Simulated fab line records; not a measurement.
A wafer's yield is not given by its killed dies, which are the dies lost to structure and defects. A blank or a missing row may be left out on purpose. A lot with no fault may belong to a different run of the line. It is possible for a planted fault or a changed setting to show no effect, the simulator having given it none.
What tool caused it? + flow n5_finfet + Sampling: 12 lots, 36 wafers, 3 of 1938 route steps

WHAT EACH GAUGE READ, for each wafer
N5_BEOL_M0_SAQP_INSPECT_42: inspects for defects (brightfield).
| lot  | measured     | on                | raw_defect_count |
|------|--------------|-------------------|------------------|
| L075 | day 5 22:40  | defect_inspect-02 | 297 450 389      |
| L077 | day 6 12:37  | defect_inspect-02 | 264 240 225      |
| L079 | day 7 02:28  | defect_inspect-01 | 295 263 239      |
| L081 | day 7 14:43  | defect_inspect-01 | 228 268 234      |
| L083 | day 7 23:40  | defect_inspect-01 | 220 252 415      |
| L085 | day 8 13:31  | defect_inspect-02 | 218 200 256      |
| L087 | day 9 02:31  | defect_inspect-01 | 200 273 210      |
| L089 | day 9 15:10  | defect_inspect-01 | 410 212 273      |
| L091 | day 10 00:08 | defect_inspect-01 | 241 228 288      |
| L093 | day 10 09:36 | defect_inspect-02 | 378 216 405      |
| L095 | day 10 23:41 | defect_inspect-01 | 257 438 309      |
| L097 | day 11 07:04 | defect_inspect-02 | 209 322 271      |

TOOL THAT RAN EACH LOT (tool first, then ch and the chambers of the sampled wafers, then the start)
| lot  | N5_BEOL_M0_SAQP_STRIP_86           | N5_BEOL_M0_SAQP_SPACER2_ETCHBACK_27 |
|------|------------------------------------|-------------------------------------|
| L075 | rie_diel-04 ch 1,2,3, day 5 18:55  | rie_diel-02 ch 0,2,3, day 5 21:57   |
| L077 | rie_diel-02 ch 1,2,3, day 6 08:32  | rie_diel-04 ch 0,3, day 6 11:53     |
| L079 | rie_diel-02 ch 0,2,3, day 6 22:11  | rie_diel-02 ch 0,2,3, day 7 01:53   |
| L081 | rie_diel-05 ch 1,2, day 7 11:15    | rie_diel-02 ch 0,1,3, day 7 14:07   |
| L083 | rie_diel-05 ch 1,2, day 7 19:04    | rie_diel-04 ch 0,1, day 7 22:57     |
| L085 | rie_diel-02 ch 0,3, day 8 07:22    | rie_diel-02 ch 0,2,3, day 8 12:46   |
| L087 | rie_diel-02 ch 0,3, day 8 22:37    | rie_diel-04 ch 1,3, day 9 01:56     |
| L089 | rie_diel-05 ch 1,2,3, day 9 10:52  | rie_diel-02 ch 0,1,3, day 9 14:34   |
| L091 | rie_diel-05 ch 0,1,2, day 9 20:26  | rie_diel-04 ch 2,3, day 9 23:23     |
| L093 | rie_diel-05 ch 0,1,2, day 10 04:56 | rie_diel-05 ch 2,3, day 10 08:53    |
| L095 | rie_diel-04 ch 0,2, day 10 20:10   | rie_diel-04 ch 0,2, day 10 23:05    |
| L097 | rie_diel-02 ch 0,1,2, day 11 03:04 | rie_diel-02 ch 0,1,2, day 11 06:21  |
- N5_BEOL_M0_SAQP_STRIP_86: strips in N2/H2.
- N5_BEOL_M0_SAQP_SPACER2_ETCHBACK_27: etches SiO2 in CHF3/O2, target depth 22.5 nm, time 11.25 s.

THE ANSWER, worked out from the rows above alone
Rule: what is usual is taken from the lots themselves. Put in order of their means at a reading, lots are off if they are a third of the lots or fewer, leave a main group of 4 or more, and stand apart from it by a gap of 3 or more times the standard deviation of the main group's means; of several such gaps the widest counts. A main group whose means are all the same, to the digits that the tables above print for the reading, isn't used. Also off: a lot with no number at a reading for which 4 or more lots have one. Any other lot the step has rows for is counted as sound.
Nothing can be told from this: no lot is off at any reading shown.

WHAT WAS PUT IN BY THE SIMULATOR
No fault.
